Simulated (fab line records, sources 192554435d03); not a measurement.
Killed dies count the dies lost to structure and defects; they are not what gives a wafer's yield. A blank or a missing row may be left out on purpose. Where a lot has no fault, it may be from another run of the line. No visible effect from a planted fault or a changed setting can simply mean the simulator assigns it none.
fab line records -- flow n5Finfet -- part 1 of 2: steps 1 to 3 of 6
[record] lots = 24, wafers = 72, lastDay = 18
route steps=1938 shown BEOL_M0_CUTY@712 BEOL_M0@717 BEOL_M1@754
lots that met no fault: from a run of the same line without faults
startH: hours from the record's opening day to when the first of the lot's shown wafers began -- waitH: hours elapsed since this lot's preceding step -- " unchanged from the row above -- L1.1+2: several wafers, shown together as one row -- - value missing, or start not given -- * or withheld: withheld -- < > ~ a bound
route shown NAME@n: NAME is a module with steps in the file, n the number in the route of the first one -- usual: average and standard deviation across the fault-free wafers -- same: alike in all rows -- chamber/n: place in a boat -- sites: each site's reading -- _std_site: their standard deviation -- _edge_site: the outer-site mean with the inner-site mean subtracted -- radiusMm: how far each site lies from the wafer's centre -- mask NAME#n: copy n -- behind: the last tool/chamber to shape the wafer -- hold: why the lot went on hold/how many hours it stayed there/how the hold came to an end -- device: the n, p or np transistor that did not switch -- end of line: the route-end tests of the same wafers -- a step without rows: its recipe alone -- killed: dies lost to structure and defects at the first sort, not the wafer's yield -- map: a wafer's dies, marking killed ones x, the rest . and places with no die _
set.NAME: setting as actually run; set.NAME@STEP: the setting as run at that earlier step -- model.NAME: the simulator's own value behind a step, which no gauge read
route steps across a sampled set of lots; one table per step, one row per wafer
services: when a tool's chamber went out of use (startH, in hours from the record's first day, below 0 if earlier), for how many hours, and the reason
[[steps]]
[step N5_BEOL_M0_CUTY_ETCH_62]
[recipe] chemistry = CF4, target = SiARC, maskMaterial = CAR-ArF-block, timeS = 58.5, ionEnergyEv = 80, pressureMtorr = 40, sourceW = 545, biasW = 36, Ar_flow_sccm = 100, cf4FlowSccm = 100, ends = cleared
[usual] drypumpMotorCurrentA = 5.6/0.5, etchRfOnTimeS = 58.2/1.4, oesProductAu = 0.70/0.09, rfVppV = 183.9/1.3, showerheadPlenumPTorr = 2.13/0.077, throttleValvePct = 15.53/0.21
lot.wafer,tool,chamber,startH,waitH,drypumpMotorCurrentA,etchRfOnTimeS,oesProductAu,rfHoursCounterH,rfVppV,showerheadPlenumPTorr,throttleValvePct
L074.2,rieDiel-06,0,115.84,0.0,5.5,58.4,0.61,241,181.9,2.02,15.83
L074.3,rieDiel-06,3,115.84,0.0,5.3,57.3,0.58,250,182.9,2.11,15.59
L074.5,rieDiel-06,0,115.84,0.0,5.5,58.5,0.60,-,181.7,2.02,15.85
L075.1,rieDiel-06,0,124.01,0.0,5.5,58.6,0.60,247,181.4,2.02,15.85
L075.5,rieDiel-06,0,124.01,0.0,5.5,58.5,0.60,-,183.2,2.02,15.85
L075.6,rieDiel-06,1,124.01,0.0,4.9,59.4,0.70,-,184.0,2.16,15.37
L076.1,rieDiel-01,2,126.39,0.0,5.1,58.3,0.59,234,184.2,2.11,15.58
L076.3,rieDiel-01,0,126.39,0.0,6.0,60.4,0.67,100,184.6,2.16,15.54
L076.5,rieDiel-01,2,126.39,0.0,5.2,57.9,0.60,-,185.5,2.11,15.59
L077.2,rieDiel-02,3,130.41,0.0,6.6,58.2,0.60,199,183.6,2.04,15.45
L077.5,rieDiel-02,2,130.41,0.0,5.4,59.7,0.58,-,182.1,2.03,15.90
L077.6,rieDiel-02,3,130.41,0.0,6.6,57.9,0.60,-,184.3,2.04,15.46
L078.3,rieDiel-02,1,143.21,0.0,5.4,61.5,0.57,220,183.1,2.04,15.75
L078.5,rieDiel-02,0,143.21,0.0,5.6,58.6,0.63,-,181.9,2.04,15.66
L078.6,rieDiel-02,3,143.21,0.0,6.5,58.3,0.59,-,183.2,2.04,15.47
L079.2,rieDiel-06,3,143.58,0.0,5.3,56.6,0.83,4,184.5,2.11,15.12
L079.5,rieDiel-06,1,143.58,0.0,4.9,58.7,0.69,-,184.4,2.16,15.40
L079.6,rieDiel-06,2,143.58,0.0,5.5,58.1,0.74,-,183.6,2.16,15.76
L080.2,rieDiel-01,3,156.69,0.0,6.0,56.8,0.81,8,183.6,2.12,15.58
L080.3,rieDiel-01,0,156.69,0.0,6.0,60.8,0.67,115,184.3,2.16,15.58
L080.6,rieDiel-01,2,156.69,0.0,5.1,57.7,0.59,-,185.4,2.11,15.62
L081.1,rieDiel-01,0,158.41,0.0,6.0,61.0,0.66,116,183.8,2.16,15.59
L081.4,rieDiel-01,3,158.41,0.0,6.1,56.6,0.81,-,184.2,2.12,15.59
L081.6,rieDiel-01,2,158.41,0.0,5.2,57.8,0.58,-,183.9,2.11,15.62
L082.1,rieDiel-01,3,162.61,0.0,6.0,56.9,0.80,11,182.5,2.12,15.61
L082.2,rieDiel-01,1,162.61,0.0,6.7,56.5,0.87,0,184.2,2.11,15.57
L082.5,rieDiel-01,1,162.61,0.0,6.7,56.8,0.86,-,184.5,2.11,15.55
L083.2,rieDiel-06,0,169.85,0.0,5.5,57.1,0.85,2,185.4,2.27,15.34
L083.5,rieDiel-06,2,169.85,0.0,5.5,58.2,0.73,-,184.1,2.16,15.78
L083.6,rieDiel-06,3,169.85,0.0,5.3,56.4,0.81,-,184.3,2.10,15.14
L084.1,rieDiel-02,1,181.74,0.0,5.4,61.5,0.56,238,182.4,2.04,15.77
L084.5,rieDiel-02,2,181.74,0.0,5.4,59.1,0.82,-,184.9,2.28,15.42
L084.6,rieDiel-02,3,181.74,0.0,6.5,57.6,0.60,-,182.2,2.04,15.47
L085.2,rieDiel-06,1,182.83,0.0,4.9,59.3,0.67,124,183.1,2.16,15.41
L085.3,rieDiel-06,3,182.83,0.0,5.3,55.9,0.80,17,183.7,2.10,15.16
L085.5,rieDiel-06,1,182.83,0.0,4.9,58.8,0.68,-,184.9,2.16,15.41
L086.1,rieDiel-06,2,193.00,0.0,5.5,58.3,0.73,65,183.6,2.16,15.80
L086.5,rieDiel-06,0,193.00,0.0,5.6,56.9,0.82,-,185.1,2.27,15.35
L086.6,rieDiel-06,1,193.00,0.0,4.9,58.9,0.68,-,182.9,2.16,15.43
L087.2,rieDiel-02,0,203.05,0.0,5.6,58.1,0.61,194,182.2,2.04,15.72
L087.3,rieDiel-02,3,203.05,0.0,6.6,58.5,0.59,216,183.9,2.04,15.49
L087.5,rieDiel-02,0,203.05,0.0,5.6,57.8,0.62,-,183.2,2.04,15.70
L088.1,rieDiel-02,2,203.61,0.0,5.4,58.2,0.81,15,185.1,2.27,15.43
L088.3,rieDiel-02,1,203.61,0.0,5.4,61.0,0.56,244,182.4,2.04,15.79
L088.5,rieDiel-02,2,203.61,0.0,5.4,58.5,0.80,-,184.9,2.27,15.43
L089.1,rieDiel-06,2,207.45,0.0,5.5,58.3,0.71,69,183.0,2.16,15.80
L089.2,rieDiel-06,0,207.45,0.0,5.5,57.1,0.81,15,184.3,2.27,15.36
L089.5,rieDiel-06,0,207.45,0.0,5.6,57.1,0.81,-,186.5,2.27,15.36
L091.1,rieDiel-06,0,220.16,0.0,5.5,56.5,0.81,20,185.2,2.26,15.36
L091.2,rieDiel-06,3,220.16,0.0,5.3,56.1,0.78,31,184.1,2.10,15.19
L091.5,rieDiel-06,3,220.16,0.0,5.3,56.0,0.77,-,184.2,2.10,15.20
L090.1,rieDiel-01,2,220.26,0.0,5.1,57.2,0.82,14,184.6,2.10,15.10
L090.3,rieDiel-01,3,220.26,0.0,6.1,56.8,0.76,30,183.0,2.11,15.63
L090.4,rieDiel-01,1,220.26,0.0,6.7,56.7,0.80,20,183.3,2.10,15.60
L092.1,rieDiel-06,1,226.77,0.0,4.9,59.9,0.67,138,184.8,2.15,15.45
L092.2,rieDiel-06,2,226.77,0.0,5.5,58.2,0.71,72,184.5,2.16,15.81
L092.3,rieDiel-06,3,226.77,0.0,5.3,56.2,0.77,33,182.2,2.10,15.18
L093.1,rieDiel-06,2,235.03,0.0,5.5,58.2,0.72,75,184.5,2.16,15.82
L093.4,rieDiel-06,3,235.03,0.0,5.3,55.8,0.77,35,183.2,2.10,15.21
L093.5,rieDiel-06,0,235.03,0.0,5.5,57.3,0.79,-,185.9,2.26,15.39
L094.2,rieDiel-06,0,235.31,0.0,5.5,57.0,0.79,24,186.4,2.26,15.39
L094.4,rieDiel-06,3,235.31,0.0,5.3,56.3,0.76,36,183.9,2.10,15.21
L094.5,rieDiel-06,2,235.31,0.0,5.5,58.0,0.72,-,183.1,2.16,15.82
L095.2,rieDiel-02,0,240.89,0.0,5.6,58.4,0.60,209,183.1,2.03,15.75
L095.3,rieDiel-02,2,240.89,0.0,5.4,58.7,0.77,30,185.0,2.27,15.44
L095.4,rieDiel-02,0,240.89,0.0,5.6,58.9,0.60,-,183.5,2.03,15.73
L096.2,rieDiel-06,1,253.67,0.0,4.9,59.7,0.66,146,183.6,2.15,15.46
L096.3,rieDiel-06,3,253.67,0.0,5.3,55.3,0.76,42,183.1,2.10,15.22
L096.6,rieDiel-06,1,253.67,0.0,4.9,59.1,0.65,-,185.0,2.15,15.46
L097.1,rieDiel-02,0,260.70,0.0,5.6,58.7,0.60,217,182.6,2.03,15.76
L097.5,rieDiel-02,2,260.70,0.0,5.4,58.8,0.77,-,186.1,2.27,15.48
L097.6,rieDiel-02,3,260.70,0.0,6.6,58.7,0.57,-,182.4,2.03,15.53
[step N5_BEOL_M0_CUTY_ETCH_63]
[recipe] chemistry = N2/H2, target = SOC, targetDepthA = 827, overetchA = 165, maskMaterial = SiARC, tempC = 40, ionEnergyEv = 200, timeS = 124, pressureMtorr = 30, sourceW = 840, biasW = 150, n2FlowSccm = 200, h2FlowSccm = 200
[usual] drypumpMotorCurrentA = 5.6/0.5, h2FlowSccm = 200.0/0.57, oesProductAu = 0.67/0.08, rfVppV = 523.6/2.8, showerheadPlenumPTorr = 2.53/0.099, throttleValvePct = 17.77/0.2
[same] timeS = 124
lot.wafer,tool,chamber,startH,waitH,drypumpMotorCurrentA,h2FlowSccm,oesProductAu,rfHoursCounterH,rfVppV,showerheadPlenumPTorr,throttleValvePct
L074.2,rieDiel-06,0,115.89,0.0,5.5,200.1,0.58,241,520.0,2.41,18.21
L074.3,rieDiel-06,3,115.89,0.0,5.3,200.8,0.56,250,522.0,2.50,17.77
L074.5,rieDiel-06,0,115.89,0.0,5.5,199.9,0.57,-,519.9,2.41,18.19
L075.1,rieDiel-06,0,124.05,0.0,5.5,199.9,0.58,247,521.0,2.40,18.20
L075.5,rieDiel-06,0,124.05,0.0,5.6,199.6,0.57,-,518.6,2.40,18.20
L075.6,rieDiel-06,1,124.05,0.0,4.9,200.1,0.68,-,524.5,2.56,17.53
L076.1,rieDiel-01,2,126.43,0.0,5.1,201.1,0.57,234,522.0,2.50,17.82
L076.3,rieDiel-01,0,126.43,0.0,6.0,201.2,0.66,100,524.7,2.55,17.72
L076.5,rieDiel-01,2,126.43,0.0,5.1,200.0,0.57,-,522.2,2.50,17.83
L077.2,rieDiel-02,3,130.45,0.0,6.5,199.5,0.57,199,519.9,2.44,17.82
L077.5,rieDiel-02,2,130.45,0.0,5.4,199.5,0.56,-,520.2,2.41,18.11
L077.6,rieDiel-02,3,130.45,0.0,6.6,200.2,0.57,-,520.2,2.44,17.82
L078.3,rieDiel-02,1,143.26,0.0,5.4,199.3,0.57,220,519.7,2.39,17.79
L078.5,rieDiel-02,0,143.26,0.0,5.6,200.0,0.61,-,521.8,2.43,17.97
L078.6,rieDiel-02,3,143.26,0.0,6.5,200.2,0.57,-,518.7,2.44,17.82
L079.2,rieDiel-06,3,143.63,0.0,5.3,200.5,0.79,4,524.3,2.50,17.41
L079.5,rieDiel-06,1,143.63,0.0,4.9,200.9,0.67,-,524.5,2.56,17.55
L079.6,rieDiel-06,2,143.63,0.0,5.5,200.6,0.71,-,524.6,2.59,17.97
L080.2,rieDiel-01,3,156.74,0.0,6.1,199.5,0.77,8,522.5,2.50,17.69
L080.3,rieDiel-01,0,156.74,0.0,6.0,200.4,0.64,115,524.7,2.55,17.72
L080.6,rieDiel-01,2,156.74,0.0,5.1,199.6,0.56,-,521.9,2.50,17.87
L081.1,rieDiel-01,0,158.46,0.0,6.0,199.8,0.64,116,523.8,2.55,17.73
L081.4,rieDiel-01,3,158.46,0.0,6.1,199.0,0.75,-,522.1,2.50,17.71
L081.6,rieDiel-01,2,158.46,0.0,5.2,200.2,0.56,-,522.2,2.50,17.85
L082.1,rieDiel-01,3,162.65,0.0,6.1,199.3,0.76,11,522.4,2.50,17.71
L082.2,rieDiel-01,1,162.65,0.0,6.7,200.1,0.81,0,522.7,2.50,17.79
L082.5,rieDiel-01,1,162.65,0.0,6.7,200.0,0.81,-,521.4,2.50,17.78
L083.2,rieDiel-06,0,169.90,0.0,5.5,199.3,0.81,2,529.5,2.72,17.72
L083.5,rieDiel-06,2,169.90,0.0,5.5,201.0,0.70,-,526.4,2.58,18.00
L083.6,rieDiel-06,3,169.90,0.0,5.3,200.0,0.77,-,521.3,2.50,17.43
L084.1,rieDiel-02,1,181.79,0.0,5.4,200.3,0.56,238,521.1,2.39,17.84
L084.5,rieDiel-02,2,181.79,0.0,5.4,200.0,0.79,-,528.9,2.72,17.68
L084.6,rieDiel-02,3,181.79,0.0,6.5,199.4,0.56,-,521.1,2.44,17.83
L085.2,rieDiel-06,1,182.87,0.0,4.9,200.2,0.65,124,524.5,2.55,17.58
L085.3,rieDiel-06,3,182.87,0.0,5.3,200.2,0.75,17,521.0,2.49,17.41
L085.5,rieDiel-06,1,182.87,0.0,4.9,200.1,0.66,-,522.3,2.55,17.54
L086.1,rieDiel-06,2,193.04,0.0,5.5,199.3,0.68,65,525.1,2.58,18.00
L086.5,rieDiel-06,0,193.04,0.0,5.6,200.4,0.78,-,528.2,2.72,17.72
L086.6,rieDiel-06,1,193.04,0.0,4.9,200.0,0.66,-,524.0,2.55,17.57
L087.2,rieDiel-02,0,203.10,0.0,5.6,199.4,0.60,194,520.3,2.42,18.00
L087.3,rieDiel-02,3,203.10,0.0,6.6,200.0,0.56,216,520.0,2.43,17.84
L087.5,rieDiel-02,0,203.10,0.0,5.6,199.7,0.59,-,522.4,2.42,18.00
L088.1,rieDiel-02,2,203.66,0.0,5.5,199.7,0.77,15,529.0,2.72,17.68
L088.3,rieDiel-02,1,203.66,0.0,5.4,199.7,0.56,244,519.3,2.38,17.83
L088.5,rieDiel-02,2,203.66,0.0,5.4,200.4,0.78,-,528.8,2.72,17.70
L089.1,rieDiel-06,2,207.49,0.0,5.5,200.3,0.69,69,525.6,2.58,18.02
L089.2,rieDiel-06,0,207.49,0.0,5.5,198.4,0.76,15,528.3,2.72,17.73
L089.5,rieDiel-06,0,207.49,0.0,5.5,198.8,0.77,-,527.5,2.72,17.73
L091.1,rieDiel-06,0,220.20,0.0,5.6,199.9,0.76,20,529.4,2.71,17.74
L091.2,rieDiel-06,3,220.20,0.0,5.3,200.3,0.73,31,522.7,2.49,17.44
L091.5,rieDiel-06,3,220.20,0.0,5.3,200.5,0.73,-,521.9,2.49,17.44
L090.1,rieDiel-01,2,220.31,0.0,5.1,200.4,0.76,14,523.8,2.49,17.32
L090.3,rieDiel-01,3,220.31,0.0,6.0,199.7,0.73,30,521.5,2.49,17.73
L090.4,rieDiel-01,1,220.31,0.0,6.7,200.3,0.75,20,523.8,2.49,17.82
L092.1,rieDiel-06,1,226.81,0.0,4.9,200.6,0.65,138,524.6,2.54,17.58
L092.2,rieDiel-06,2,226.81,0.0,5.5,199.3,0.68,72,526.5,2.58,18.01
L092.3,rieDiel-06,3,226.81,0.0,5.3,199.7,0.73,33,522.0,2.49,17.46
L093.1,rieDiel-06,2,235.07,0.0,5.5,200.7,0.68,75,525.2,2.58,18.02
L093.4,rieDiel-06,3,235.07,0.0,5.3,199.1,0.73,35,520.7,2.49,17.46
L093.5,rieDiel-06,0,235.07,0.0,5.6,200.2,0.76,-,530.0,2.71,17.74
L094.2,rieDiel-06,0,235.36,0.0,5.6,200.9,0.76,24,527.9,2.71,17.74
L094.4,rieDiel-06,3,235.36,0.0,5.3,199.0,0.72,36,522.5,2.49,17.45
L094.5,rieDiel-06,2,235.36,0.0,5.5,200.0,0.68,-,524.2,2.58,18.03
L095.2,rieDiel-02,0,240.94,0.0,5.6,199.9,0.58,209,521.4,2.41,18.03
L095.3,rieDiel-02,2,240.94,0.0,5.4,199.0,0.75,31,528.3,2.71,17.72
L095.4,rieDiel-02,0,240.94,0.0,5.6,200.8,0.58,-,520.5,2.41,18.03
L096.2,rieDiel-06,1,253.71,0.0,4.9,199.7,0.64,146,524.2,2.54,17.61
L096.3,rieDiel-06,3,253.71,0.0,5.3,200.4,0.71,42,522.7,2.48,17.46
L096.6,rieDiel-06,1,253.71,0.0,4.9,200.7,0.64,-,523.8,2.54,17.62
L097.1,rieDiel-02,0,260.74,0.0,5.6,199.2,0.58,217,519.4,2.41,18.04
L097.5,rieDiel-02,2,260.74,0.0,5.4,199.5,0.73,-,527.3,2.71,17.73
L097.6,rieDiel-02,3,260.74,0.0,6.5,200.6,0.54,-,520.1,2.42,17.88
[step N5_BEOL_M0_STRIP_140]
[recipe] chemistry = CF4, resist = SiARC, powerW = 300, biasPowerW = 75, pressureMtorr = 50, cf4FlowSccm = 150, rfFrequencyHz = 6e+07
[usual] drypumpMotorCurrentA = 5.7/0.54, oesProductAu = 0.81/0.1, powerW = 299.9/0.92, rfVppV = 270.7/2, showerheadPlenumPTorr = 1.78/0.058, throttleValvePct = 13.53/0.24
lot.wafer,tool,chamber,startH,waitH,drypumpMotorCurrentA,oesProductAu,powerW,rfHoursCounterH,rfVppV,showerheadPlenumPTorr,throttleValvePct
L074.2,rieDiel-01,2,117.60,0.2,5.1,0.69,301.5,228,268.7,1.77,13.60
L074.3,rieDiel-01,1,117.60,0.2,6.7,0.69,298.9,237,270.5,1.77,14.05
L074.5,rieDiel-01,2,117.60,0.2,5.1,0.70,300.0,-,269.9,1.77,13.60
L075.1,rieDiel-01,0,124.48,0.1,6.0,0.79,299.2,99,269.1,1.81,13.51
L075.5,rieDiel-01,1,124.48,0.1,6.7,0.70,299.3,-,268.2,1.77,14.06
L075.6,rieDiel-01,2,124.48,0.1,5.1,0.69,300.7,-,270.0,1.77,13.61
L076.1,rieDiel-06,1,128.25,0.3,4.9,0.81,300.9,104,270.9,1.81,13.32
L076.3,rieDiel-06,0,128.25,0.3,5.5,0.69,299.9,250,269.5,1.69,13.84
L076.5,rieDiel-06,1,128.25,0.3,4.9,0.81,300.2,-,271.0,1.81,13.36
L077.2,rieDiel-01,0,132.32,0.2,6.0,0.79,300.9,102,272.4,1.80,13.51
L077.5,rieDiel-01,0,132.32,0.2,6.0,0.79,300.1,-,273.9,1.81,13.50
L077.6,rieDiel-01,2,132.32,0.2,5.2,0.69,301.1,-,267.9,1.77,13.61
L078.3,rieDiel-06,1,144.29,0.1,4.9,0.80,299.3,111,271.0,1.81,13.33
L078.5,rieDiel-06,2,144.29,0.1,5.5,0.86,300.2,-,272.1,1.82,13.74
L078.6,rieDiel-06,3,144.29,0.1,5.3,0.94,298.4,-,271.3,1.77,13.11
L079.2,rieDiel-02,0,144.46,0.2,5.5,0.73,300.3,172,270.4,1.72,13.68
L079.5,rieDiel-02,0,144.46,0.2,5.6,0.73,300.4,-,272.6,1.72,13.69
L079.6,rieDiel-02,1,144.46,0.2,5.3,0.67,300.9,-,268.7,1.71,13.71
L081.1,rieDiel-02,2,161.43,0.1,5.4,0.99,299.1,1,274.3,1.90,13.34
L081.4,rieDiel-02,2,161.43,0.1,5.4,0.99,300.0,-,273.7,1.90,13.33
L081.6,rieDiel-02,1,161.43,0.1,5.3,0.68,299.7,-,270.9,1.71,13.77
L080.2,rieDiel-06,1,161.96,0.2,4.9,0.80,298.4,117,270.1,1.81,13.39
L080.3,rieDiel-06,2,161.96,0.2,5.5,0.84,301.7,54,272.3,1.82,13.75
L080.6,rieDiel-06,3,161.96,0.2,5.3,0.91,300.6,-,272.5,1.77,13.10
L082.1,rieDiel-02,2,163.55,0.2,5.5,0.98,300.5,2,273.0,1.90,13.33
L082.2,rieDiel-02,3,163.55,0.2,6.5,0.69,300.0,204,269.0,1.72,13.51
L082.5,rieDiel-02,1,163.55,0.2,5.3,0.68,298.8,-,266.8,1.71,13.77
L083.2,rieDiel-06,1,172.23,0.2,4.9,0.80,300.8,120,270.3,1.81,13.38
L083.5,rieDiel-06,2,172.23,0.2,5.5,0.83,299.9,-,269.6,1.82,13.74
L083.6,rieDiel-06,1,172.23,0.2,4.9,0.79,300.3,-,270.0,1.81,13.36
L084.1,rieDiel-06,3,182.26,0.1,5.3,0.90,299.9,17,270.0,1.77,13.14
L084.5,rieDiel-06,2,182.26,0.1,5.5,0.83,301.0,-,271.4,1.81,13.76
L084.6,rieDiel-06,3,182.26,0.1,5.3,0.90,300.0,-,269.2,1.77,13.13
L085.2,rieDiel-01,3,185.49,0.1,6.1,0.88,300.3,19,270.6,1.77,13.52
L085.3,rieDiel-01,2,185.49,0.1,5.1,0.98,299.1,1,270.9,1.77,13.05
L085.5,rieDiel-01,3,185.49,0.1,6.1,0.90,300.2,-,269.5,1.77,13.54
L086.1,rieDiel-01,2,195.96,0.2,5.1,0.96,299.3,6,271.8,1.77,13.06
L086.5,rieDiel-01,1,195.96,0.2,6.7,0.92,299.7,-,269.1,1.76,13.51
L086.6,rieDiel-01,0,195.96,0.2,6.0,0.77,300.0,-,272.6,1.80,13.56
L087.2,rieDiel-01,2,203.50,0.1,5.1,0.95,298.6,7,269.6,1.77,13.05
L087.3,rieDiel-01,0,203.50,0.1,6.0,0.78,298.5,132,270.7,1.80,13.62
L087.5,rieDiel-01,2,203.50,0.1,5.1,0.95,299.9,-,270.2,1.77,13.07
L089.1,rieDiel-01,2,212.64,0.1,5.1,0.94,298.9,10,270.7,1.77,13.10
L089.2,rieDiel-01,3,212.64,0.1,6.1,0.87,299.2,27,269.8,1.77,13.56
L089.5,rieDiel-01,3,212.64,0.1,6.1,0.89,300.0,-,270.1,1.77,13.53
L088.1,rieDiel-02,0,212.90,0.4,5.6,0.72,300.7,198,268.1,1.71,13.76
L088.3,rieDiel-02,1,212.90,0.4,5.3,0.67,299.4,247,268.5,1.70,13.80
L088.5,rieDiel-02,0,212.90,0.4,5.6,0.71,299.7,-,267.9,1.71,13.75
L090.1,rieDiel-06,1,222.89,0.2,4.9,0.78,298.8,137,271.6,1.80,13.40
L090.3,rieDiel-06,0,222.89,0.2,5.5,0.91,298.4,20,273.4,1.89,13.32
L090.4,rieDiel-06,3,222.89,0.2,5.3,0.87,298.4,32,270.9,1.76,13.16
L091.1,rieDiel-02,2,223.03,0.1,5.4,0.91,300.8,23,274.6,1.90,13.38
L091.2,rieDiel-02,0,223.03,0.1,5.6,0.72,300.8,202,271.1,1.71,13.74
L091.5,rieDiel-02,3,223.03,0.1,6.5,0.67,300.4,-,268.8,1.71,13.57
L092.1,rieDiel-02,0,228.43,0.4,5.6,0.71,300.4,204,267.2,1.71,13.75
L092.2,rieDiel-02,3,228.43,0.4,6.5,0.67,301.5,227,268.1,1.71,13.56
L092.3,rieDiel-02,2,228.43,0.4,5.4,0.89,298.2,25,272.1,1.90,13.38
L093.1,rieDiel-01,3,238.54,0.1,6.1,0.86,300.0,35,267.8,1.77,13.55
L093.4,rieDiel-01,2,238.54,0.1,5.1,0.92,298.5,19,272.4,1.76,13.10
L093.5,rieDiel-01,1,238.54,0.1,6.7,0.89,300.3,-,271.6,1.76,13.55
L094.2,rieDiel-02,2,238.60,0.2,5.4,0.90,298.9,29,275.7,1.90,13.41
L094.4,rieDiel-02,2,238.60,0.2,5.4,0.90,298.8,-,273.7,1.89,13.38
L094.5,rieDiel-02,3,238.60,0.2,6.5,0.67,299.8,-,269.9,1.71,13.58
L095.2,rieDiel-06,3,241.65,0.1,5.3,0.85,299.7,38,269.4,1.76,13.18
L095.3,rieDiel-06,1,241.65,0.1,4.9,0.78,300.2,143,271.3,1.80,13.41
L095.4,rieDiel-06,0,241.65,0.1,5.5,0.90,300.6,26,274.0,1.89,13.35
L096.2,rieDiel-01,0,254.43,0.4,6.0,0.75,299.0,146,272.0,1.79,13.60
L096.3,rieDiel-01,2,254.43,0.4,5.1,0.89,300.1,25,270.6,1.76,13.10
L096.6,rieDiel-01,1,254.43,0.4,6.7,0.87,300.0,-,269.8,1.76,13.56
L097.1,rieDiel-02,1,265.86,0.2,5.3,0.95,300.9,5,274.5,1.91,13.26
L097.5,rieDiel-02,3,265.86,0.2,6.5,0.66,301.0,-,266.7,1.71,13.61
L097.6,rieDiel-02,1,265.86,0.2,5.4,0.97,302.2,-,276.0,1.91,13.25
